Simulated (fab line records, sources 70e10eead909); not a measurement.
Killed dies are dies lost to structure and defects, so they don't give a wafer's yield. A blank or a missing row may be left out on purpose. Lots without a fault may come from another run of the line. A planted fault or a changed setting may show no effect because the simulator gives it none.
Which tool did it? | flow nand_harc | 12 lots, 36 wafers sampled, at 6 steps of a route of 1159

WHAT THE GAUGES READ, wafer by wafer
NHARC_P_GATE_CD_MEAS_59: target cd 720 nm. Usual: cd_nm 720.1 nm, standard deviation 1.4.
lot  | measured     | on        | cd_nm (nm)        | flag
L709 | day 5 15:42  | cd_sem-03 | 718.7 720.0 720.4 |
L710 | day 6 05:34  | cd_sem-01 | 719.2 719.0 720.7 |
L712 | day 6 14:01  | cd_sem-01 | 721.4 722.5 722.4 |
L716 | day 7 12:20  | cd_sem-01 | 719.3 719.4 718.6 |
L715 | day 7 12:45  | cd_sem-02 | 719.8 718.9 720.5 |
L717 | day 8 05:51  | cd_sem-02 | 719.2 720.7 721.3 |
L718 | day 8 11:39  | cd_sem-02 | 720.5 720.4 719.2 |
L720 | day 8 18:24  | cd_sem-02 | 719.1 717.7 717.0 |
L721 | day 8 19:02  | cd_sem-01 | 721.8 721.2 721.9 |
L728 | day 10 15:32 | cd_sem-01 | 739.8 738.5 738.5 | OFF
L730 | day 10 15:43 | cd_sem-02 | 722.2 721.8 721.2 |
L729 | day 10 15:55 | cd_sem-03 | 736.5 738.5 738.0 | OFF

NHARC_END_SORT_01. Usual: killed_at_array 27, standard deviation 9.8; killed_at_other 0.6, standard deviation 0.83; killed_at_periphery 3.5, standard deviation 2.4; killed_dies 31, standard deviation 9.6; killed_open 3.1, standard deviation 1.9; killed_short 2.0, standard deviation 1.5.
lot  | measured     | on        | killed_at_array | killed_at_other | killed_at_periphery | killed_dies | killed_open | killed_short | flag
L718 | day 24 00:34 | prober-02 | 45 35 30        | 0 0 0           | 2 4 3               | 47 39 33    | 5 5 5       | 7 5 2        |
L720 | day 23 04:33 | prober-02 | 8 12 9          | 1 0 0           | 10 4 7              | 19 16 16    | 2 3 3       | 1 2 0        |
L721 | day 23 11:34 | prober-02 | 26 29 34        | 0 2 2           | 6 3 4               | 32 34 40    | 4 2 4       | 3 4 1        |
L728 | day 25 07:02 | prober-01 | 21 21 14        | 1 0 2           | 7 8 6               | 29 29 22    | 5 2 2       | 5 3 1        |

WHICH TOOL RAN EACH LOT (tool, then ch and the chambers of the sampled wafers, then the start)
lot  | NHARC_P_GATE_DEP_103            | NHARC_P_GATE_ETCH_32             | NHARC_P_GATE_EXPOSE_56            | NHARC_P_GATE_STRIP_112
L709 | pecvd-04 ch 0,1, day 5 01:14    | rie_si-05 ch 0,1,2, day 5 02:41  | krf_scanner-01 ch 0, day 5 15:33  | plasma_asher-01 ch 0,1, day 5 16:16
L710 | pecvd-04 ch 0,1, day 5 15:10    | rie_si-05 ch 0,1,2, day 5 16:31  | krf_scanner-03 ch 0, day 6 05:25  | plasma_asher-02 ch 0,1, day 6 06:06
L712 | pecvd-04 ch 0,1,2, day 5 23:18  | rie_si-04 ch 1,2,3, day 6 00:49  | krf_scanner-04 ch 0, day 6 13:52  | plasma_asher-02 ch 0,1, day 6 14:33
L716 | pecvd-04 ch 0,2, day 6 21:47    | rie_si-05 ch 1,2, day 6 23:22    | krf_scanner-03 ch 0, day 7 12:11  | plasma_asher-02 ch 0,1, day 7 12:57
L715 | pecvd-03 ch 0,1,2, day 6 21:48  | rie_si-02 ch 0,2, day 6 23:35    | krf_scanner-04 ch 0, day 7 12:36  | plasma_asher-02 ch 0,1, day 7 13:23
L717 | pecvd-01 ch 0,1, day 7 11:26    | rie_si-05 ch 0,1,3, day 7 12:49  | krf_scanner-04 ch 0, day 8 05:41  | plasma_asher-02 ch 0,1, day 8 06:26
L718 | pecvd-01 ch 0,1,2, day 7 21:20  | rie_si-05 ch 1,2, day 7 22:31    | krf_scanner-01 ch 0, day 8 11:30  | plasma_asher-02 ch 0,1, day 8 12:13
L720 | pecvd-04 ch 1,2, day 8 03:58    | rie_si-05 ch 1,2,3, day 8 05:22  | krf_scanner-01 ch 0, day 8 18:14  | plasma_asher-01 ch 0,1, day 8 19:02
L721 | pecvd-03 ch 0,1, day 8 04:29    | rie_si-02 ch 0,1, day 8 05:53    | krf_scanner-04 ch 0, day 8 18:53  | plasma_asher-01 ch 1, day 8 19:38
L728 | pecvd-03 ch 0,1,2, day 10 00:53 | rie_si-05 ch 0,1,2, day 10 02:20 | krf_scanner-01 ch 0, day 10 15:23 | plasma_asher-02 ch 0,1, day 10 16:06
L730 | pecvd-01 ch 0,1, day 10 00:58   | rie_si-04 ch 0,1,2, day 10 02:25 | krf_scanner-04 ch 0, day 10 15:34 | plasma_asher-01 ch 0,1, day 10 16:19
L729 | pecvd-03 ch 0,1,2, day 10 01:33 | rie_si-05 ch 0,2, day 10 02:44   | krf_scanner-01 ch 0, day 10 15:46 | plasma_asher-02 ch 0,1, day 10 16:26
- NHARC_P_GATE_DEP_103: deposits SiON, target thk 30 nm.
- NHARC_P_GATE_ETCH_32: etches the open film in HBr/Cl2, target depth 150 nm, time 100.1 s.
- NHARC_P_GATE_EXPOSE_56: exposes mask P PSD, target cd 720 nm.
- NHARC_P_GATE_STRIP_112: strips in N2/H2, time 200 s.

WHAT THE TOOLS THEMSELVES READ (means of the sampled wafers that have a number; where no wafer has one, the mark that the record gives instead)
NHARC_P_GATE_DEP_103. Usual: heater_power_w 785 W, standard deviation 120.
lot  | tool     | heater_power_w (W) | flag
L709 | pecvd-04 | 849                |
L710 | pecvd-04 | 755                |
L712 | pecvd-04 | 716                |
L716 | pecvd-04 | 629                |
L715 | pecvd-03 | 823                |
L717 | pecvd-01 | 819                |
L718 | pecvd-01 | 741                |
L720 | pecvd-04 | 711                |
L721 | pecvd-03 | 821                |
L728 | pecvd-03 | 814                |
L730 | pecvd-01 | 811                |
L729 | pecvd-03 | 863                |

NHARC_P_GATE_ETCH_32. Usual: drypump_motor_current_A 5.8 A, standard deviation 0.55; oes_product_au 1.004 a.u., standard deviation 0.0068; throttle_valve_pct 26.406 %, standard deviation 0.01.
lot  | tool      | drypump_motor_current_A (A) | oes_product_au (a.u.) | throttle_valve_pct (%) | flag
L709 | rie_si-05 | 5.4                         | 1.003                 | 26.403                 |
L710 | rie_si-05 | 5.4                         | 1.002                 | 26.403                 |
L712 | rie_si-04 | 6.3                         | 1.004                 | 26.418                 |
L716 | rie_si-05 | 5.2                         | 1.003                 | 26.410                 |
L715 | rie_si-02 | 5.8                         | 0.995                 | 26.403                 |
L717 | rie_si-05 | 5.6                         | 1.002                 | 26.402                 |
L718 | rie_si-05 | 5.2                         | 1.007                 | 26.413                 |
L720 | rie_si-05 | 5.4                         | 1.008                 | 26.405                 |
L721 | rie_si-02 | 6.0                         | 1.002                 | 26.405                 |
L728 | rie_si-05 | 5.4                         | 1.005                 | 26.409                 |
L730 | rie_si-04 | 6.1                         | 1.004                 | 26.393                 |
L729 | rie_si-05 | 5.7                         | 0.998                 | 26.405                 |

NHARC_P_GATE_EXPOSE_56. Usual: exposure_dose_mJ_cm2 14.807, standard deviation 0.017; reticle_temp_C 22.99 C, standard deviation 0.1.
lot  | tool           | exposure_dose_mJ_cm2 | reticle_temp_C (C) | flag
L709 | krf_scanner-01 | 14.823               | 22.96              |
L710 | krf_scanner-03 | 14.814               | 22.98              |
L712 | krf_scanner-04 | 14.805               | 22.95              |
L716 | krf_scanner-03 | 14.798               | 23.22              |
L715 | krf_scanner-04 | 14.807               | 23.01              |
L717 | krf_scanner-04 | 14.810               | 22.91              |
L718 | krf_scanner-01 | 14.816               | 23.01              |
L720 | krf_scanner-01 | 14.789               | 23.05              |
L721 | krf_scanner-04 | 14.811               | 23.01              |
L728 | krf_scanner-01 | 16.366               | 23.01              | OFF
L730 | krf_scanner-04 | 14.801               | 22.80              |
L729 | krf_scanner-01 | 16.350               | 23.02              | OFF

NHARC_P_GATE_STRIP_112. Usual: drypump_motor_current_A 5.52 A, standard deviation 0.27; heater_power_w 84 W, standard deviation 7.2; temp_c 109.99 C, standard deviation 0.15.
lot  | tool            | drypump_motor_current_A (A) | heater_power_w (W) | temp_c (C) | flag
L709 | plasma_asher-01 | 5.86                        | 81                 | 109.96     |
L710 | plasma_asher-02 | 5.30                        | 87                 | 109.90     |
L712 | plasma_asher-02 | 5.37                        | 81                 | 109.91     |
L716 | plasma_asher-02 | 5.38                        | 83                 | 109.92     |
L715 | plasma_asher-02 | 5.38                        | 80                 | 109.95     |
L717 | plasma_asher-02 | 5.32                        | 87                 | 109.90     |
L718 | plasma_asher-02 | 5.33                        | 86                 | 110.06     |
L720 | plasma_asher-01 | 5.83                        | 82                 | 109.89     |
L721 | plasma_asher-01 | 5.52                        | 93                 | 109.85     |
L728 | plasma_asher-02 | 5.32                        | 85                 | 109.97     |
L730 | plasma_asher-01 | 5.84                        | 81                 | 110.06     |
L729 | plasma_asher-02 | 5.38                        | 84                 | 110.01     |

THE ANSWER, worked out from the rows above alone
Rule: a lot is off if the mean of its wafers that have a number lies more than 3 standard deviations from the usual mean. A lot without any number at a reading at which 4 lots or more have one is off too. The other lots that the step has rows for count as sound. The gauges are gone through in route order, then the tools' own readings, and for those a lot's mean is taken as printed above. The first step at which some lot is off is used, and at that step the reading that is off furthest; a lot without a number counts as furthest.
Off: L728, L729, at NHARC_P_GATE_CD_MEAS_59 (cd_nm).
A tool fits if, at a process step before that reading, it ran every lot that is off, and no sound lot after the first of them. The gauges at NHARC_P_GATE_CD_MEAS_59 aren't tried: what is off there is off at NHARC_P_GATE_EXPOSE_56 too, on other tools, and a gauge's error can't cause that. Can't be told from this: 3 tools fit, pecvd-03 at NHARC_P_GATE_DEP_103, rie_si-05 at NHARC_P_GATE_ETCH_32, krf_scanner-01 at NHARC_P_GATE_EXPOSE_56.

WHAT THE SIMULATOR HAD PUT IN
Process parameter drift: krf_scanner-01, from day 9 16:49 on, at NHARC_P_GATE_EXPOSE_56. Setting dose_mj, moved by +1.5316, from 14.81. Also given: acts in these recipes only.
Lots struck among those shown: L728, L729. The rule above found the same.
